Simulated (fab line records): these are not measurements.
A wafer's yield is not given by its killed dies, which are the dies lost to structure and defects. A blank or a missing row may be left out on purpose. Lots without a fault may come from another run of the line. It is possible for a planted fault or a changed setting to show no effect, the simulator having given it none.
Lot-split experiment	flow n5 finfet	on a route of 1938 steps: 7 lots, 39 wafers read

THE SPLIT ITSELF
At N5_FIN_SAQP_PECVD_06 (deposits a-Si from SiH4/He, target thk 60 nm, time 48.1 s), the setting time s was moved away from the recipe's 48.1 s on 12 of the 39 wafers read, by -30.0% to +43.0%. All remaining wafers had this setting at the recipe value.

FROM THE SPLIT TO THE READING: what the file shows between them, 5 steps
- N5_FIN_SAQP_THK_MEAS_07
- N5_FIN_SAQP_HM_DEP_72: deposits SiO2 from SiH4/N2O, target thk 12 nm, time 7.2 s
- N5_FIN_SAQP_COAT_49: time 60 s, resist thk 100 nm
- N5_FIN_SAQP_HM_OPEN_73: chemistry CHF3/O2, target SiO2, stops on a-Si, target depth 12 nm, time 16.8 s
- N5_FIN_SAQP_STRIP_74: strips in CHF3/O2

THE READING
oes product au, in a.u., at N5_FIN_SAQP_MANDREL_ETCH_22 (etches a-Si in HBr/Cl2, stops on SiNx, target depth 60 nm, bt time 10 s, time 30 s). Fault-free wafers of this fab line usually give 0.765 a.u., standard deviation 0.017 a.u.

wafer	tool, chamber at the split	time s as run, s	against the recipe	oes product au, a.u.	against lot-mates on the recipe
L075.1	pecvd-03, 2	48.1	recipe	0.760	-
L075.2	pecvd-03, 0	68.79	+43.0%	0.964	+0.188
L075.3	pecvd-03, 0	48.1	recipe	0.771	-
L075.4	pecvd-03, 2	48.1	recipe	0.798	-
L075.5	pecvd-03, 0	68.79	+43.0%	0.976	+0.200
L075.6	pecvd-03, 2	68.79	+43.0%	0.974	+0.198
L076.1	pecvd-02, 1	48.1	recipe	0.760	-
L076.2	pecvd-02, 0	48.1	recipe	0.792	-
L076.3	pecvd-02, 1	34.65	-28.0%	0.629	-0.144
L076.4	pecvd-02, 0	34.65	-28.0%	0.632	-0.141
L076.5	pecvd-02, 0	48.1	recipe	0.766	-
L076.6	pecvd-02, 1	34.65	-28.0%	0.659	-0.114
L085.1	pecvd-04, 2	48.1	recipe	0.780	-
L085.2	pecvd-04, 1	48.1	recipe	0.769	-
L085.3	pecvd-04, 0	48.1	recipe	0.770	-
L085.4	pecvd-04, 1	48.1	recipe	0.748	-
L085.5	pecvd-04, 2	48.1	recipe	0.744	-
L085.6	pecvd-04, 0	48.1	recipe	0.770	-
L087.1	pecvd-04, 2	48.1	recipe	0.750	-
L087.2	pecvd-04, 0	48.1	recipe	0.769	-
L087.3	pecvd-04, 0	48.1	recipe	0.773	-
L087.4	pecvd-04, 2	48.1	recipe	0.769	-
L087.5	pecvd-04, 0	48.1	recipe	0.764	-
L087.6	pecvd-04, 2	48.1	recipe	0.755	-
L090.2	pecvd-04, 0	48.1	recipe	0.765	-
L090.4	pecvd-04, 2	48.1	recipe	0.774	-
L090.6	pecvd-04, 2	48.1	recipe	0.794	-
L093.1	pecvd-02, 2	48.1	recipe	0.750	-
L093.2	pecvd-02, 1	48.1	recipe	0.757	-
L093.3	pecvd-02, 0	56.04	+16.5%	0.815	+0.049
L093.4	pecvd-02, 2	48.1	recipe	0.790	-
L093.5	pecvd-02, 0	56.04	+16.5%	0.844	+0.078
L093.6	pecvd-02, 1	56.04	+16.5%	0.877	+0.111
L094.1	pecvd-02, 0	48.1	recipe	0.763	-
L094.2	pecvd-02, 1	33.68	-30.0%	0.610	-0.159
L094.3	pecvd-02, 2	48.1	recipe	0.794	-
L094.4	pecvd-02, 0	33.68	-30.0%	0.614	-0.155
L094.5	pecvd-02, 2	48.1	recipe	0.751	-
L094.6	pecvd-02, 1	33.68	-30.0%	0.644	-0.125

THE FIT
A straight line over all 39 wafers: oes product au changes by +0.00472 a.u. for each +1% of time s; r = +0.98; the points scatter about the line by 0.016 a.u.
The same after taking each lot's own level away (the mean of its wafers on the recipe; 39 wafers): +0.00468 a.u. for each +1%; r = +0.98; scatter 0.015 a.u.
The reading moves by 0.2 a.u. for the largest change in time s, on that fit.
Measured against the standard deviation above, the lots' own levels, which go from 0.7633 to 0.7777 a.u., span 0.8 times it.
The two slopes are in agreement: the lot-to-lot level therefore moves the slope only a little.
Check: with one of the wafers moved furthest among these (+43.0%) left out of the fit, the line predicts +0.203 a.u. for it against its lot-mates. It came out at +0.188 a.u. against them.

THE WHOLE CHAIN: every reading that the file lists as answering this split, in the file's order
step	what it does	reading	change (the file's fit)	r (the file's)
N5_FIN_SAQP_PECVD_06	deposits a-Si from SiH4/He, target thk 60 nm, time 48.1 s	a-Si_of_FIN_SAQP_PECVD_06.thk nm (the simulator's own value, which no gauge read)	+0.608 nm for each +1% of the setting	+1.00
N5_FIN_SAQP_THK_MEAS_07		thk nm	withheld for each +1% of the setting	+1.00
N5_FIN_SAQP_MANDREL_ETCH_22	etches a-Si in HBr/Cl2, stops on SiNx, target depth 60 nm, bt time 10 s, time 30 s	oes product au	+0.00469 a.u. for each +1% of the setting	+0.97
N5_FIN_SAQP_MANDREL_ETCH_22	etches a-Si in HBr/Cl2, stops on SiNx, target depth 60 nm, bt time 10 s, time 30 s	etch.depth nm (the simulator's own value, which no gauge read)	+0.608 nm for each +1% of the setting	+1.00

THE FILE'S OWN FIT
oes product au changes by +0.00469 a.u. for each +1% of time s, r = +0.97.
